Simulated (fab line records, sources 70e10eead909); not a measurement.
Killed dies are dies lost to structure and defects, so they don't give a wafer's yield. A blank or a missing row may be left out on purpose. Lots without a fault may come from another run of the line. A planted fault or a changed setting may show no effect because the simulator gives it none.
Chamber matching | flow nand_harc | NHARC_A_WL_FILL_ETCHBACK_26 on rie_si-02: 4 sister chambers
The step etches the open film in HBr, target depth 52 nm, time 13.3 s. 4 wafers are shown with their chamber, then 9 later ones without.

WAFERS WITH THEIR CHAMBER
wafer  | chamber | drypump_motor_current_A (A)
L081.1 | 0       | 6.3
L085.1 | 2       | 5.1
L085.3 | 1       | 5.8
L085.5 | 3       | 5.5

WAFERS WITHOUT THEIR CHAMBER
wafer  | drypump_motor_current_A (A)
L089.2 | 6.2
L089.3 | 5.2
L089.5 | 5.5
L095.1 | 6.3
L095.2 | 5.1
L095.6 | 5.5
L097.1 | 5.2
L097.2 | 5.5
L097.5 | 5.5

WHICH CHAMBER EACH WENT THROUGH
wafer  | from the rows above | in truth
L089.2 | 0                   | 0
L089.3 | 2                   | 2
L089.5 | 3                   | 3
L095.1 | 0                   | 0
L095.2 | 2                   | 2
L095.6 | 3                   | 3
L097.1 | 2                   | 2
L097.2 | 3                   | 3
L097.5 | 3                   | 3
Placed correctly: 9 of 9. Can't be placed from these rows: 0. Placed wrongly: 0.
How it was worked out, from the rows above alone: a wafer's distance from a chamber is the root of the sum, over the readings, of the square of ((its reading less the chamber's mean) divided by the reading's scatter). The wafer belongs to the nearest chamber; if the next one is less than 2 further off, it can't be placed. A chamber's mean is the mean of its shown wafers. The scatter: with one shown wafer a chamber, the root of the mean of the squares of how far each hidden wafer lies from its nearest shown one.
